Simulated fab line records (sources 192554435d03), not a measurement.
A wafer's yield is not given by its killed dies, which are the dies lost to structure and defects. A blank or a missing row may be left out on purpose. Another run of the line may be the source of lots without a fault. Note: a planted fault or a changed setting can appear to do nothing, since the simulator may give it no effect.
Chamber matching    flow n5-finfet    N5_BEOL_M0_ALD_136 on ald-metal-01: 4 sister chambers
The step deposits TaN, pulse time 2 s, purge time 3 s, co reactant purge time 2 s. 8 wafers are shown with their chamber, then 12 later ones without.

EACH WAFER AND ITS CHAMBER
wafer   chamber  heater-power-w (W)  precursor-vessel-temp-c (C)
L089.6  0        448                 75.04
L088.1  0        443                 74.71
L090.1  3        412                 74.87
L090.2  2        425                 75.13
L090.5  1        492                 74.85
L091.2  1        503                 74.99
L091.3  3        408                 74.96
L091.4  2        441                 74.92

WAFERS WITH NO CHAMBER GIVEN
wafer   heater-power-w (W)  precursor-vessel-temp-c (C)
L092.1  449                 74.95
L092.2  440                 75.09
L092.6  500                 74.97
L093.3  425                 75.14
L093.5  420                 75.09
L093.6  446                 75.04
L094.1  398                 74.94
L094.4  497                 75.36
L094.5  422                 74.82
L097.1  440                 74.87
L097.3  486                 75.07
L097.6  408                 75.12

EACH ONE'S CHAMBER
wafer   from the rows above           in truth
L092.1  can't be placed: 0 or 2       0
L092.2  can't be placed: 2 or 0       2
L092.6  1                             1
L093.3  can't be placed: 2 or 3 or 0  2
L093.5  can't be placed: 3 or 2 or 0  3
L093.6  can't be placed: 0 or 2       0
L094.1  3                             3
L094.4  1                             1
L094.5  can't be placed: 3 or 2 or 0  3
L097.1  can't be placed: 0 or 2       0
L097.3  1                             1
L097.6  3                             3
Correctly placed: 5 of 12. Cannot be placed on the basis of these rows: 7; the candidates contain the true chamber in 7. Wrongly placed: 0.
How it was worked out, from the rows above alone: a wafer's distance from a chamber is the root of the sum, over the readings, of the square of ((its reading less the chamber's mean) divided by the reading's scatter). If the next closest chamber is less than 2 further off than the closest, the wafer can't be placed; otherwise it belongs to the closest. A chamber's mean is the mean of its shown wafers. The scatter: take each reading less its chamber's mean, square it, sum over the shown wafers, divide by the number of wafers less the number of chambers, and take the root.
